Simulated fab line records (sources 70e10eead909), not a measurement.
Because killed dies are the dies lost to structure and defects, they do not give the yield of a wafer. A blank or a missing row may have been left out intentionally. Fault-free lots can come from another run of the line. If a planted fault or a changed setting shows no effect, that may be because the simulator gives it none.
Struck lot and sound lot, side by side | flow nandHarc | 11 steps out of a route of 1302
Sound: these wafers, L101.3, L101.5, L101.6. Struck: wafers L988.3, L988.4, L988.6. The cause is named last.
Each step with rows lists, per side, the tool, then ch with its chambers, then its first start. Under that, the readings that differ: sound wafers | struck wafers | difference of the means | sigmas: that difference in standard deviations of wafers without a fault.
alike: a reading whose means differ by less than 2 such deviations, as well as words and numbers matching on both sides. not compared: withheld readings; readings where some wafer has no value; bounds like >300 that might hide an equal value; numbers whose values overlap and for which the record gives no deviation.
The two part at a step that has a row with sigmas, a row that says differs or no value, or rows on one side only. Non-overlapping numbers with no deviation appear without sigmas and do not part them. A reading that every wafer of one side lacks parts them only if that side has two wafers or more.

NHARC_P_START_INSPECT_01:
  sound on defectInspect-02, day 10 04:02; struck on defectInspect-01, day 4 18:02
  alike: rawDefectCount
then, 7 steps without rows for these wafers: NHARC_P_ZERO_WELL_PRECLEAN_00 (cleans in SPM, time 600 s); NHARC_P_ZERO_WELL_SRD_01; NHARC_P_ZERO_WELL_PECVD_02 (deposits SiO2, target thk 10 nm); NHARC_P_ZERO_WELL_DEHYDRATE_03 (time 120 s); NHARC_P_ZERO_WELL_HMDS_04 (time 30 s); NHARC_P_ZERO_WELL_COAT_64 (time 65 s); NHARC_P_ZERO_WELL_COAT_05 (resist thk 600 nm).
NHARC_P_ZERO_WELL_SOFTBAKE_06: time 70 s.
  sound on lithoTrack-05 ch 0, day 10 04:00; struck on lithoTrack-05 ch 0, day 4 18:00
reading               | sound             | struck            | difference | sigmas
heaterPowerTotalW (W) | 202.5 198.9 199.3 | 225.3 223.5 226.8 | +25.0      | +19
  alike: exhaustPa
after that, 1 step had no rows for these wafers: NHARC_P_ZERO_WELL_EBR_07.
-- jump in the record: it breaks off in module P_ZERO_WELL and resumes in module END (first step shown: number 1302 of the route), and 23 days separate the struck wafers' starts before and after --
NHARC_END_SORT_01:
  sound on prober-02 ch 0, day 33 13:19; struck on prober-02 ch 0, day 27 11:40
reading       | sound    | struck   | difference | sigmas
killedAtArray | 39 40 37 | 69 94 89 | +45        | +2
killedDies    | 40 42 41 | 70 97 91 | +45        | +2
  alike: killedAtOther, killedAtPeriphery, killedOpen, killedShort

== WHERE THEY PART ==
Earliest at NHARC_P_ZERO_WELL_SOFTBAKE_06; latest, in this record, at NHARC_END_SORT_01.

WHY: the cause the simulator had injected
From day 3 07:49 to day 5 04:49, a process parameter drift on lithoTrack-05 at NHARC_P_ZERO_WELL_SOFTBAKE_06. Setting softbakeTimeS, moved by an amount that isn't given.
